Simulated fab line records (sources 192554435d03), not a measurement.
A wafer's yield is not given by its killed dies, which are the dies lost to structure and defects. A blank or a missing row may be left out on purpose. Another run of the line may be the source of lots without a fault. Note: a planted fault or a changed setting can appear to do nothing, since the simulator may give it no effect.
Split-lot experiment || flow n5-finfet || route with 1938 steps; 7 lots, 39 wafers read

== THE SPLIT ==
At N5_SD_EPI_P_ETCH_36 (etches SiARC in CF4, target depth 45.5 nm, time 75.8 s), the setting bias-w was moved away from the recipe's 36 W on 12 of the 39 wafers read, by -16.8% to +16.5%. For the rest of the wafers, this setting stayed at what the recipe calls for.

The split's own step is where the reading is taken.

== THE READING ==
rf-vpp-V, in V, at N5_SD_EPI_P_ETCH_36 (etches SiARC in CF4, target depth 45.5 nm, time 75.8 s). Fault-free wafers of this fab line usually give 184.4 V, standard deviation 1.1 V.

{"wafer": "L075.2", "tool, chamber at the split": "rie-diel-02, 1", "bias-w as run, W": 36, "against the recipe": "recipe", "rf-vpp-V, V": 184.2, "against lot-mates on the recipe": "-"}
{"wafer": "L075.3", "tool, chamber at the split": "rie-diel-02, 3", "bias-w as run, W": 36, "against the recipe": "recipe", "rf-vpp-V, V": 185.6, "against lot-mates on the recipe": "-"}
{"wafer": "L075.6", "tool, chamber at the split": "rie-diel-02, 2", "bias-w as run, W": 36, "against the recipe": "recipe", "rf-vpp-V, V": 185.5, "against lot-mates on the recipe": "-"}
{"wafer": "L076.1", "tool, chamber at the split": "rie-diel-01, 2", "bias-w as run, W": 32.91, "against the recipe": "-8.6%", "rf-vpp-V, V": 174.4, "against lot-mates on the recipe": -10.4}
{"wafer": "L076.2", "tool, chamber at the split": "rie-diel-01, 0", "bias-w as run, W": 36, "against the recipe": "recipe", "rf-vpp-V, V": 187.0, "against lot-mates on the recipe": "-"}
{"wafer": "L076.3", "tool, chamber at the split": "rie-diel-01, 1", "bias-w as run, W": 32.91, "against the recipe": "-8.6%", "rf-vpp-V, V": 173.3, "against lot-mates on the recipe": -11.5}
{"wafer": "L076.4", "tool, chamber at the split": "rie-diel-01, 3", "bias-w as run, W": 36, "against the recipe": "recipe", "rf-vpp-V, V": 181.6, "against lot-mates on the recipe": "-"}
{"wafer": "L076.5", "tool, chamber at the split": "rie-diel-01, 2", "bias-w as run, W": 36, "against the recipe": "recipe", "rf-vpp-V, V": 185.7, "against lot-mates on the recipe": "-"}
{"wafer": "L076.6", "tool, chamber at the split": "rie-diel-01, 1", "bias-w as run, W": 32.91, "against the recipe": "-8.6%", "rf-vpp-V, V": 174.7, "against lot-mates on the recipe": -10.1}
{"wafer": "L079.1", "tool, chamber at the split": "rie-diel-02, 3", "bias-w as run, W": 36, "against the recipe": "recipe", "rf-vpp-V, V": 183.6, "against lot-mates on the recipe": "-"}
{"wafer": "L079.2", "tool, chamber at the split": "rie-diel-02, 1", "bias-w as run, W": 36, "against the recipe": "recipe", "rf-vpp-V, V": 183.0, "against lot-mates on the recipe": "-"}
{"wafer": "L079.3", "tool, chamber at the split": "rie-diel-02, 0", "bias-w as run, W": 36, "against the recipe": "recipe", "rf-vpp-V, V": 184.8, "against lot-mates on the recipe": "-"}
{"wafer": "L079.4", "tool, chamber at the split": "rie-diel-02, 2", "bias-w as run, W": 36, "against the recipe": "recipe", "rf-vpp-V, V": 185.6, "against lot-mates on the recipe": "-"}
{"wafer": "L079.5", "tool, chamber at the split": "rie-diel-02, 3", "bias-w as run, W": 36, "against the recipe": "recipe", "rf-vpp-V, V": 183.7, "against lot-mates on the recipe": "-"}
{"wafer": "L079.6", "tool, chamber at the split": "rie-diel-02, 0", "bias-w as run, W": 36, "against the recipe": "recipe", "rf-vpp-V, V": 183.7, "against lot-mates on the recipe": "-"}
{"wafer": "L089.1", "tool, chamber at the split": "rie-diel-02, 0", "bias-w as run, W": 36, "against the recipe": "recipe", "rf-vpp-V, V": 184.2, "against lot-mates on the recipe": "-"}
{"wafer": "L089.2", "tool, chamber at the split": "rie-diel-02, 1", "bias-w as run, W": 36, "against the recipe": "recipe", "rf-vpp-V, V": 184.4, "against lot-mates on the recipe": "-"}
{"wafer": "L089.3", "tool, chamber at the split": "rie-diel-02, 3", "bias-w as run, W": 36, "against the recipe": "recipe", "rf-vpp-V, V": 182.8, "against lot-mates on the recipe": "-"}
{"wafer": "L089.4", "tool, chamber at the split": "rie-diel-02, 1", "bias-w as run, W": 36, "against the recipe": "recipe", "rf-vpp-V, V": 184.9, "against lot-mates on the recipe": "-"}
{"wafer": "L089.5", "tool, chamber at the split": "rie-diel-02, 0", "bias-w as run, W": 36, "against the recipe": "recipe", "rf-vpp-V, V": 183.4, "against lot-mates on the recipe": "-"}
{"wafer": "L089.6", "tool, chamber at the split": "rie-diel-02, 3", "bias-w as run, W": 36, "against the recipe": "recipe", "rf-vpp-V, V": 184.2, "against lot-mates on the recipe": "-"}
{"wafer": "L091.1", "tool, chamber at the split": "rie-diel-05, 0", "bias-w as run, W": 36, "against the recipe": "recipe", "rf-vpp-V, V": 183.4, "against lot-mates on the recipe": "-"}
{"wafer": "L091.2", "tool, chamber at the split": "rie-diel-05, 1", "bias-w as run, W": 29.94, "against the recipe": "-16.8%", "rf-vpp-V, V": 164.2, "against lot-mates on the recipe": -19.8}
{"wafer": "L091.3", "tool, chamber at the split": "rie-diel-05, 2", "bias-w as run, W": 36, "against the recipe": "recipe", "rf-vpp-V, V": 184.7, "against lot-mates on the recipe": "-"}
{"wafer": "L091.4", "tool, chamber at the split": "rie-diel-05, 3", "bias-w as run, W": 29.94, "against the recipe": "-16.8%", "rf-vpp-V, V": 164.7, "against lot-mates on the recipe": -19.3}
{"wafer": "L091.5", "tool, chamber at the split": "rie-diel-05, 1", "bias-w as run, W": 29.94, "against the recipe": "-16.8%", "rf-vpp-V, V": 163.8, "against lot-mates on the recipe": -20.2}
{"wafer": "L091.6", "tool, chamber at the split": "rie-diel-05, 0", "bias-w as run, W": 36, "against the recipe": "recipe", "rf-vpp-V, V": 184.0, "against lot-mates on the recipe": "-"}
{"wafer": "L095.1", "tool, chamber at the split": "rie-diel-01, 0", "bias-w as run, W": 33.35, "against the recipe": "-7.4%", "rf-vpp-V, V": 177.6, "against lot-mates on the recipe": -5.7}
{"wafer": "L095.2", "tool, chamber at the split": "rie-diel-01, 3", "bias-w as run, W": 36, "against the recipe": "recipe", "rf-vpp-V, V": 182.0, "against lot-mates on the recipe": "-"}
{"wafer": "L095.3", "tool, chamber at the split": "rie-diel-01, 2", "bias-w as run, W": 36, "against the recipe": "recipe", "rf-vpp-V, V": 184.3, "against lot-mates on the recipe": "-"}
{"wafer": "L095.4", "tool, chamber at the split": "rie-diel-01, 1", "bias-w as run, W": 36, "against the recipe": "recipe", "rf-vpp-V, V": 183.5, "against lot-mates on the recipe": "-"}
{"wafer": "L095.5", "tool, chamber at the split": "rie-diel-01, 3", "bias-w as run, W": 33.35, "against the recipe": "-7.4%", "rf-vpp-V, V": 174.1, "against lot-mates on the recipe": -9.2}
{"wafer": "L095.6", "tool, chamber at the split": "rie-diel-01, 2", "bias-w as run, W": 33.35, "against the recipe": "-7.4%", "rf-vpp-V, V": 176.7, "against lot-mates on the recipe": -6.6}
{"wafer": "L097.1", "tool, chamber at the split": "rie-diel-05, 3", "bias-w as run, W": 36, "against the recipe": "recipe", "rf-vpp-V, V": 184.7, "against lot-mates on the recipe": "-"}
{"wafer": "L097.2", "tool, chamber at the split": "rie-diel-05, 0", "bias-w as run, W": 41.95, "against the recipe": "+16.5%", "rf-vpp-V, V": 203.4, "against lot-mates on the recipe": "+18.8"}
{"wafer": "L097.3", "tool, chamber at the split": "rie-diel-05, 1", "bias-w as run, W": 36, "against the recipe": "recipe", "rf-vpp-V, V": 185.0, "against lot-mates on the recipe": "-"}
{"wafer": "L097.4", "tool, chamber at the split": "rie-diel-05, 2", "bias-w as run, W": 41.95, "against the recipe": "+16.5%", "rf-vpp-V, V": 203.1, "against lot-mates on the recipe": "+18.5"}
{"wafer": "L097.5", "tool, chamber at the split": "rie-diel-05, 2", "bias-w as run, W": 36, "against the recipe": "recipe", "rf-vpp-V, V": 184.0, "against lot-mates on the recipe": "-"}
{"wafer": "L097.6", "tool, chamber at the split": "rie-diel-05, 1", "bias-w as run, W": 41.95, "against the recipe": "+16.5%", "rf-vpp-V, V": 204.5, "against lot-mates on the recipe": "+19.9"}

THE FIT
A straight line over all 39 wafers: rf-vpp-V changes by +1.18 V for each +1% of bias-w; r = +0.99; the points scatter about the line by 1.1 V.
The same after taking each lot's own level away (the mean of its wafers on the recipe; 39 wafers): +1.16 V for each +1%; r = +0.99; scatter 1.1 V.
That fit puts the effect of the largest move of bias-w on the reading at 20 V.
From 183.27 to 185.10 V: that is the span of the lots' own levels, equal to 1.7 times the standard deviation above.
Consequently the slope shifts little with the lot-to-lot level, the two slopes agreeing.
Check: -19.4 V against its lot-mates is what the line predicts for one of the wafers moved furthest among these (-16.8%) when that wafer is left out of the fit. Against them it came out at -19.8 V.
Tool readings at the split's step, against how far the setting was moved: etch-rf-on-time-s r = -0.81; rf-vpp-V r = +0.99.

== ADDITIONAL SPLITS CARRIED BY THESE WAFERS ==
Note: prior to the reading, these wafers also went through further splits. Each is held against what the fit with the lots' levels taken away leaves over:
{"other split on the same wafers": "N5_DUMMY_GATE_EXPOSE_12 dose-mj", "wafers away from the commonest value": 15, "r with rf-vpp-V (lot level and that fit taken away)": -0.05}

== THE WHOLE CHAIN: every reading that the file lists as answering this split, in the file's order ==
{"step": "N5_SD_EPI_P_ETCH_36", "what it does": "etches SiARC in CF4, target depth 45.5 nm, time 75.8 s", "reading": "etch-rf-on-time-s", "change (the file's fit)": "withheld for each +1% of the setting", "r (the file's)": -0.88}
{"step": "N5_SD_EPI_P_ETCH_36", "what it does": "etches SiARC in CF4, target depth 45.5 nm, time 75.8 s", "reading": "rf-vpp-V", "change (the file's fit)": "+1.16 V for each +1% of the setting", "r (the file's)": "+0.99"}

== THE FILE'S OWN FIT ==
rf-vpp-V changes by +1.16 V for each +1% of bias-w, r = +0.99.
